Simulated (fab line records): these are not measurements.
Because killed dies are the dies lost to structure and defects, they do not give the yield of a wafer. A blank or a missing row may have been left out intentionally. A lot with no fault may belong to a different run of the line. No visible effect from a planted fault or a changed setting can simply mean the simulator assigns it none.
Struck lot and sound lot, side by side ; flow nandHarc ; 15 steps out of a route of 1159
Sound: these wafers, L871.3, L871.5, L871.6. Struck: wafers L865.2, L865.3, L865.5. The cause comes at the end.
For every step that has rows: the tool of each side, followed by ch and its chambers, followed by its first start. Under that, the readings that differ: sound wafers ; struck wafers ; difference of the means ; sigmas: that difference in standard deviations of wafers without a fault.
alike: a reading whose means differ by less than 2 such deviations, as well as words and numbers matching on both sides. not compared: withheld readings; readings where some wafer has no value; bounds like >300 that might hide an equal value; numbers whose values overlap and for which the record gives no deviation.
Wherever a step has rows on one side only, a row that says differs or no value, or a row with sigmas, the two part there. Numbers that don't overlap but have no deviation are shown without sigmas and don't part them. Lack of a reading on every wafer of one side parts them only where that side has two or more wafers.

first, 5 steps without rows for these wafers: NHARC_P_M0_SOFTBAKE_04 (time 55 s); NHARC_P_M0_EBR_05; NHARC_P_M0_EXPOSE_06 (exposes mask P M0, target cd 90 nm); NHARC_P_M0_PEB_07 (peb time 65 s); NHARC_P_M0_DEVELOP_08 (develop time 35 s).
NHARC_P_M0_CD_MEAS_09: the cd target is 90 nm.
  sound on cdSem-02 ch 0, day 10 17:52; struck on cdSem-01 ch 0, day 9 11:22
  alike: cdNm
NHARC_P_M0_OVL_MEAS_10: pitch 180 nm.
  sound: overlay-02 at day 10 17:58; struck: overlay-01 at day 9 11:27
  alike: overlayXNm, overlayYNm
NHARC_P_M0_INSPECT_11:
  sound: defectInspect-01 at day 10 17:59; struck: defectInspect-01 at day 9 11:29
reading;sound;struck;difference;sigmas
rawDefectCount;7 9 10;2 4 3;-6;-2
NHARC_P_M0_DESCUM_14: chemistry O2, time 3 s.
  sound on rieDiel-04 ch 0,1,3, day 10 18:04; struck on rieDiel-04 ch 2,3, day 9 11:33
  alike: drypumpMotorCurrentA, oesProductAu, rfVppV, showerheadPlenumPTorr, throttleValvePct
  not compared: rfHoursCounterH
NHARC_P_M0_ETCH_34: etches the open film in N2/H2, target depth 40 nm, overetch 12 nm, time 43.94 s.
  sound on rieDiel-04 ch 0,2,3, day 10 18:11; struck on rieDiel-04 ch 2,3, day 9 11:40
  alike: drypumpMotorCurrentA, oesProductAu, rfVppV, showerheadPlenumPTorr, throttleValvePct
  not compared: rfHoursCounterH
NHARC_P_M0_ETCH_15: etches the open film in C4F8/Ar, target depth 150 nm, overetch 15 nm, time 82.5 s.
  sound on rieDiel-04 ch 1,2,3; struck on rieDiel-04 ch 1,2
  alike: oesProductAu, rfVppV
  not compared: rfHoursCounterH
NHARC_P_M0_CD_MEAS_16:
  sound: cdSem-03 at day 10 18:25; struck: cdSem-03 at day 9 11:54
  alike: cdNm
NHARC_P_M0_STRIP_18: strips in N2/H2.
  sound on rieDiel-04 ch 1,2,3, day 10 18:34; struck on rieDiel-07 ch 2,3, day 9 11:58
  no value came back on the struck wafers for any of 7 readings (biasW (W), chamberPressureMTorr (mTorr) and others); on the sound wafers biasW (W) reads 0 0 0
  not compared: rfHoursCounterH
then, 1 step without rows for these wafers: NHARC_P_M0_STRIP_19 (strips in post etch residue remover, time 600 s).
-- the record jumps here: 14 days lie between the struck wafers' starts before and after (it left off in module P_M0 and takes up again in module END, whose first step shown is number 1159 of the route) --
NHARC_END_SORT_01:
  sound on prober-02 ch 0, day 24 06:44; struck on prober-02 ch 0, day 23 14:19
reading;sound;struck;difference;sigmas
defectLimitedYield (%);96.9 97.3 96.8;3.7 6.2 5.0;-92.0;-54
killedAtPeriphery;6 6 7;619 599 613;+604;+99 or more
killedDies;21 18 22;652 635 643;+623;+52
sort_bin_2_pct (%);0.9 0.1 1.5;92.9 90.7 91.9;+91.0;+99 or more
sortNPass;656 659 655;25 42 34;-623;-52
sortRimYieldPct (%);99.1 99.1 100.0;0.9 23.6 0;-91.2;-61
sortYieldPct (%);96.9 97.3 96.8;3.7 6.2 5.0;-92.0;-54
  alike: killedAtArray, killedAtOther, killedOpen, killedShort, sort_bin_3_pct, sort_bin_4_pct

== WHERE THEY PART ==
First at NHARC_P_M0_INSPECT_11; last, within this record, at NHARC_END_SORT_01.

WHY: whatever the simulator had introduced
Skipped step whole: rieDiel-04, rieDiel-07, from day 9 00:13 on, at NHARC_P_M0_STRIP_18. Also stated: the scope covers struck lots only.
